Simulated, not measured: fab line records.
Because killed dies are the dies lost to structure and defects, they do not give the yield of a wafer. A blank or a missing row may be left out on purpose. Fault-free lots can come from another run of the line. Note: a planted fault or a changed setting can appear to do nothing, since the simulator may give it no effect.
Matching of chambers	flow n5_finfet	N5_FIN_SAQP_ALD_61 on ald_sin-04: 4 sister chambers
The step deposits SiO2, target thk 4 nm, pulse time 1 s, purge time 2 s. 18 wafers are shown with their chamber, then 9 later ones without.

## WAFERS WITH THEIR CHAMBER
wafer	chamber	heater_power_w (W)	precursor_pulse_height_rel
L074.1	3	511	0.966
L074.2	0	401	1.000
L074.3	2	488	1.020
L074.4	1	498	1.017
L074.5	3	508	1.014
L074.6	0	397	0.995
L078.1	0	410	1.006
L078.2	3	508	0.999
L078.3	2	472	0.974
L078.4	1	487	1.018
L078.5	2	487	0.992
L078.6	1	494	1.002
L087.1	2	480	0.986
L087.2	0	399	1.015
L087.3	1	499	1.005
L087.4	3	495	0.989
L087.5	0	391	1.001
L087.6	3	512	1.006

SIGNATURES (averages over the wafers above)
reading	chamber 0	chamber 1	chamber 2	chamber 3	scatter within a chamber
heater_power_w	399.60	494.50	481.75	506.80	6.72
precursor_pulse_height_rel	1.00340	1.01050	0.99300	0.99480	0.0145
Rule: for each reading, subtract the chamber's mean from the wafer's reading, divide by that reading's scatter and square the result; add these up over the readings and take the root, which gives the wafer's distance from the chamber. If the next closest chamber is less than 2 further off than the closest, the wafer can't be placed; otherwise it belongs to the closest. The scatter is the square root of a quotient: the sum, over the shown wafers, of each reading's squared deviation from its chamber's mean, divided by wafers minus chambers.

## WAFERS WITHOUT THEIR CHAMBER
wafer	heater_power_w (W)	precursor_pulse_height_rel
L090.1	512	0.993
L090.5	472	1.011
L090.6	503	1.021
L092.2	394	1.007
L092.4	500	1.012
L092.5	507	1.029
L096.2	513	1.019
L096.4	489	0.992
L096.6	488	1.006

## EACH ONE'S CHAMBER
wafer	from the rows above	in truth
L090.1	3	3
L090.5	can't be placed: 2 or 1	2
L090.6	can't be placed: 1 or 3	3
L092.2	0	0
L092.4	can't be placed: 1 or 3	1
L092.5	can't be placed: 1 or 3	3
L096.2	can't be placed: 3 or 1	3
L096.4	can't be placed: 2 or 1 or 3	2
L096.6	can't be placed: 1 or 2 or 3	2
Placed correctly: 2 of 9. Can't be placed from these rows: 7 (the true chamber is among the candidates in 7). Placed wrongly: 0.
